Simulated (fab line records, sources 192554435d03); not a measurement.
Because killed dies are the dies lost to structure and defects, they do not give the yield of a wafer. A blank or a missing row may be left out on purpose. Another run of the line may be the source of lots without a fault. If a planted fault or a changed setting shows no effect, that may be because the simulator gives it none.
Split-lot trial -- flow n5_finfet -- 21 wafers read from 7 lots, route of 1938 steps

## THE SPLIT ITSELF
At N5_BEOL_M0_SAQP_EXPOSE_11 (exposes mask M0 CORE, target cd 42 nm), the setting dose_mj was moved away from the recipe's 55 on 6 of the 21 wafers read, by -6.7% to +6.2%. The other wafers ran this setting at the recipe's value.

## FROM THE SPLIT TO THE READING: what the file shows between them, 2 steps
- N5_BEOL_M0_SAQP_PEB_12: peb time 60 s
- N5_BEOL_M0_SAQP_DEVELOP_13: develop time 30 s

## THE READING
Shown in nm: cd_nm at N5_BEOL_M0_SAQP_CD_MEAS_14, with target cd 42.5 nm. Fault-free wafers of this fab line usually give 42.5 nm, standard deviation 0.35 nm.

wafer,"tool, chamber at the split",dose_mj as run,against the recipe,"cd_nm, nm",against lot-mates on the recipe
L079.1,"arfi_scanner-02, 0",55,recipe,42.4,-
L079.4,"arfi_scanner-02, 0",55,recipe,42.5,-
L079.6,"arfi_scanner-02, 0",51.33,-6.7%,44.4,+1.9
L084.2,"arfi_scanner-02, 0",58.43,+6.2%,40.9,-2.3
L084.3,"arfi_scanner-02, 0",58.43,+6.2%,41.2,-2.0
L084.4,"arfi_scanner-02, 0",55,recipe,43.2,-
L086.1,"arfi_scanner-03, 0",55,recipe,43.1,-
L086.3,"arfi_scanner-03, 0",55,recipe,42.9,-
L086.4,"arfi_scanner-03, 0",53.34,-3.0%,44.4,+1.4
L088.2,"arfi_scanner-03, 0",55,recipe,43.0,-
L088.4,"arfi_scanner-03, 0",55,recipe,43.1,-
L088.6,"arfi_scanner-03, 0",55,recipe,42.7,-
L095.1,"arfi_scanner-02, 0",55,recipe,43.4,-
L095.3,"arfi_scanner-02, 0",55,recipe,43.0,-
L095.6,"arfi_scanner-02, 0",55,recipe,42.5,-
L096.3,"arfi_scanner-03, 0",55,recipe,42.5,-
L096.5,"arfi_scanner-03, 0",57.71,+4.9%,41.1,-1.4
L096.6,"arfi_scanner-03, 0",57.71,+4.9%,41.3,-1.2
L097.2,"arfi_scanner-03, 0",55,recipe,42.6,-
L097.5,"arfi_scanner-03, 0",55,recipe,42.0,-
L097.6,"arfi_scanner-03, 0",55,recipe,42.4,-

FIT RESULTS
A straight line over all 21 wafers: cd_nm changes by -0.293 nm for each +1% of dose_mj; r = -0.92; the points scatter about the line by 0.39 nm.
The same after taking each lot's own level away (the mean of its wafers on the recipe; 21 wafers): -0.318 nm for each +1%; r = -0.97; scatter 0.25 nm.
That fit puts the effect of the largest move of dose_mj on the reading at 2.1 nm.
Measured against the standard deviation above, the lots' own levels, which go from 42.33 to 43.20 nm, span 2.5 times it.
So the lot-to-lot level changes the slope little: the two slopes agree.
Check: for one of the wafers moved furthest among these (-6.7%), held out of the fit, the line's prediction against its lot-mates is +2.25 nm. Against them it came out at +1.95 nm.

## ADDITIONAL SPLITS CARRIED BY THESE WAFERS
Before the reading, these wafers also passed through other splits. Each is held against what the fit with the lots' levels taken away leaves over:
other split on the same wafers,wafers away from the commonest value,r with cd_nm (lot level and that fit taken away)
N5_SD_EPI_N_DESCUM_14 time_s,6,+0.26
N5_SDB_COAT_03 spin_rpm,5,+0.12
N5_HKMG_FIN_ETCH_58 source_w,8,+0.05
N5_MOL_CONTACT_COAG_CVD_140 target_thk_a,8,-0.20

## THE FILE'S OWN FIT
cd_nm changes by -0.315 nm for each +1% of dose_mj, r = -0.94.
